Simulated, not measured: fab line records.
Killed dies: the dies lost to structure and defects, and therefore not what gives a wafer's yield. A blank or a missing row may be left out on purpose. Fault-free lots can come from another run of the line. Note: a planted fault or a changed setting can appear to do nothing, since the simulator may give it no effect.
Chamber matching    flow nand-harc    NHARC_P_M0_CMP_23 on cmp-01 has 4 sister chambers
The step polishes, t overpolish 20 s, target thk 117.54 nm. 20 wafers are shown with their chamber, then 10 later ones without.

## WAFERS, EACH WITH ITS CHAMBER
wafer   chamber  motor-current-A (A)  time-to-endpoint-s (s)
L074.2  1        13.8                 27.8
L074.3  0        11.4                 27.3
L074.5  3        11.3                 29.1
L079.3  3        11.7                 31.3
L079.5  3        11.0                 28.8
L079.6  0        11.7                 28.0
L079.1  0        12.2                 28.4
L079.2  2        11.9                 26.8
L079.4  1        14.1                 28.6
L081.3  1        13.9                 26.1
L081.4  2        12.3                 25.6
L081.5  1        14.2                 25.9
L082.1  3        11.8                 28.7
L082.4  2        12.3                 26.0
L082.5  0        11.9                 27.5
L084.1  3        10.9                 31.0
L084.2  2        12.1                 27.7
L084.4  0        12.3                 29.4
L092.2  0        11.7                 23.8
L092.5  3        11.5                 26.2

SIGNATURES (averages over the wafers above)
reading             chamber 0  chamber 1  chamber 2  chamber 3  scatter within a chamber
motor-current-A     11.867     14.000     12.150     11.367     0.302
time-to-endpoint-s  27.400     27.100     26.525     29.183     1.64
Rule: a wafer lies at a distance from a chamber equal to the root of the sum of squares, over the readings, of (its reading less the chamber's mean, divided by the reading's scatter). If the next closest chamber is less than 2 further off than the closest, the wafer can't be placed; otherwise it belongs to the closest. The scatter: take each reading less its chamber's mean, square it, sum over the shown wafers, divide by the number of wafers less the number of chambers, and take the root.

## WAFERS WITH NO CHAMBER GIVEN
wafer   motor-current-A (A)  time-to-endpoint-s (s)
L092.6  12.0                 25.0
L093.4  11.4                 28.6
L093.5  12.0                 27.3
L093.6  11.7                 30.9
L095.1  13.9                 24.0
L095.2  12.5                 29.0
L095.5  11.5                 26.8
L096.1  11.1                 28.5
L096.2  13.4                 25.6
L096.3  12.6                 26.8

## WHICH CHAMBER EACH ONE RAN IN
wafer   from the rows above           in truth
L092.6  can't be placed: 2 or 0       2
L093.4  can't be placed: 3 or 0       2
L093.5  can't be placed: 0 or 2 or 3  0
L093.6  can't be placed: 3 or 0 or 2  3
L095.1  1                             1
L095.2  can't be placed: 2 or 0 or 3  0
L095.5  can't be placed: 0 or 3 or 2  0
L096.1  can't be placed: 3 or 0       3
L096.2  can't be placed: 1 or 2       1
L096.3  can't be placed: 2 or 0       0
1 of 10 placed correctly. From these rows, 9 cannot be placed; in 8 the true chamber is one of the candidates. Placed wrongly: 0.
